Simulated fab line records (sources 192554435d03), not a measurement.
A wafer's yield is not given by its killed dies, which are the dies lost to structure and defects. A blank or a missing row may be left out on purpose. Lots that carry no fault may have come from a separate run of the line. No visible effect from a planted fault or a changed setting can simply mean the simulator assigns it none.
Which tool is to blame? | flow n5_finfet | Sampling: 9 lots, 25 wafers, 3 of 1938 route steps

== WHAT THE GAUGES READ, wafer by wafer ==
N5_STI_FIN_REVEAL_CD_MEAS_22: target cd 6.238 nm, pitch 28 nm.
lot  | measured    | on        | cd_nm (nm)
L683 | day 2 12:53 | cd_sem-02 | 6.16 6.22 6.24
L685 | day 3 01:09 | cd_sem-03 | 6.18 5.98 6.15
L689 | day 4 02:17 | cd_sem-02 | 6.33 6.33 6.36
L696 | day 5 20:50 | cd_sem-03 | 6.11 6.22 6.09
L697 | day 6 01:36 | cd_sem-02 | 6.18 6.48 6.30
L700 | day 6 20:08 | cd_sem-01 | 7.03 5.99
L701 | day 7 03:17 | cd_sem-01 | 7.33 5.84
L702 | day 7 10:51 | cd_sem-01 | 6.11 6.29 6.27
L706 | day 8 10:07 | cd_sem-02 | 6.34 6.16 6.29

== TOOL THAT RAN EACH LOT (tool first, then ch and the chambers of the sampled wafers, then the start) ==
lot  | N5_FIN_CUT_STRIP_22               | N5_STI_FIN_REVEAL_OXIDATION_31
L683 | rie_diel-02 ch 0,3, day 2 03:52   | plasma_asher-02 ch 0,1, day 2 12:23
L685 | rie_diel-04 ch 0,1,2, day 2 16:10 | plasma_asher-02 ch 0,1, day 3 00:38
L689 | rie_diel-01 ch 0,1,2, day 3 17:30 | plasma_asher-01 ch 0,1, day 4 01:47
L696 | rie_diel-04 ch 0,1,2, day 5 11:34 | plasma_asher-02 ch 0,1, day 5 20:20
L697 | rie_diel-04 ch 0,1,2, day 5 15:45 | plasma_asher-01 ch 1, day 6 01:05
L700 | rie_diel-01 ch 1,2, day 6 11:17   | plasma_asher-02 ch 0, day 6 19:32
L701 | rie_diel-01 ch 0,1, day 6 18:20   | plasma_asher-02 ch 0, day 7 02:43
L702 | rie_diel-02 ch 0,1, day 7 01:39   | plasma_asher-01 ch 0,1, day 7 10:21
L706 | rie_diel-04 ch 2,3, day 8 01:16   | plasma_asher-01 ch 0,1, day 8 09:36
- N5_FIN_CUT_STRIP_22: strips in N2/H2.
- N5_STI_FIN_REVEAL_OXIDATION_31: chemistry O2 PLASMA REMOTE, time 20 s.

== THE ANSWER, worked out from the rows above alone ==
Rule: the usual values come from the lots themselves. Put in order of their means at a reading, lots are off if they are a third of the lots or fewer, leave a main group of 4 or more, and stand apart from it by a gap of 3 or more times the standard deviation of the main group's means; of several such gaps the widest counts. A main group is skipped when, at the precision printed for the reading in the tables above, its means are all equal. A lot without any number at a reading at which 4 lots or more have one is off too. Any other lot the step has rows for is counted as sound.
No lot is off at any reading shown: from this, nothing can be told.

== WHAT THE SIMULATOR PUT IN ==
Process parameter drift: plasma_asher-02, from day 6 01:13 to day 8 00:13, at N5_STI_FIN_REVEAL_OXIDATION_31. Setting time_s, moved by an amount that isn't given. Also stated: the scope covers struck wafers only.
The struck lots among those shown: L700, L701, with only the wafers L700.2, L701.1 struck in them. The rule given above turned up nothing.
